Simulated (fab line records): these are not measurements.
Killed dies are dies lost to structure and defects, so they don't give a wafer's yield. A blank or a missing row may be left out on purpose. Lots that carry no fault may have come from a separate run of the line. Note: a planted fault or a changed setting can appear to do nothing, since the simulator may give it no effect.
Which of the tools did it? || flow nand_harc || 6 lots, 18 wafers sampled, at 1 step of a route of 1302

== WHAT THE GAUGES SHOWED, per wafer ==
NHARC_A_CONTACT_OVL_MEAS_43.
{"lot": "L193", "measured": "day 22 05:58", "on": "overlay-01", "overlay_x_nm (nm)": "0.5 0.6 0.0"}
{"lot": "L199", "measured": "day 25 13:48", "on": "overlay-02", "overlay_x_nm (nm)": "-0.1 0.4 0.4"}
{"lot": "L203", "measured": "day 26 01:33", "on": "overlay-01", "overlay_x_nm (nm)": "-0.6 -0.2 -0.6"}
{"lot": "L207", "measured": "day 28 01:13", "on": "overlay-02", "overlay_x_nm (nm)": "0.0 -0.2 -1.0"}
{"lot": "L211", "measured": "day 30 01:58", "on": "overlay-02", "overlay_x_nm (nm)": "0.3 0.2 0.5"}
{"lot": "L213", "measured": "day 30 17:56", "on": "overlay-01", "overlay_x_nm (nm)": "-0.1 -0.2 -0.4"}

== WHICH TOOL RAN EACH LOT (tool, then ch and the chambers of the sampled wafers, then the start) ==
Before these readings, the record contains no process step.

== THE ANSWER, worked out from the rows above alone ==
Rule: usual is defined by the lots themselves. The widest of any qualifying gaps counts: lots, ordered by their means at a reading, are off when they make up no more than a third of the lots, leave a main group of 4 or more, and stand apart from it by 3 or more times the standard deviation of that group's means. Not used: any main group whose means are identical at the precision the tables above print for the reading. Also off: a lot with no number at a reading for which 4 or more lots have one. Where the step has rows for the other lots, those lots are counted as sound.
None of the lots is off at any reading shown; this tells nothing.

== WHAT HAD BEEN PUT IN BY THE SIMULATOR ==
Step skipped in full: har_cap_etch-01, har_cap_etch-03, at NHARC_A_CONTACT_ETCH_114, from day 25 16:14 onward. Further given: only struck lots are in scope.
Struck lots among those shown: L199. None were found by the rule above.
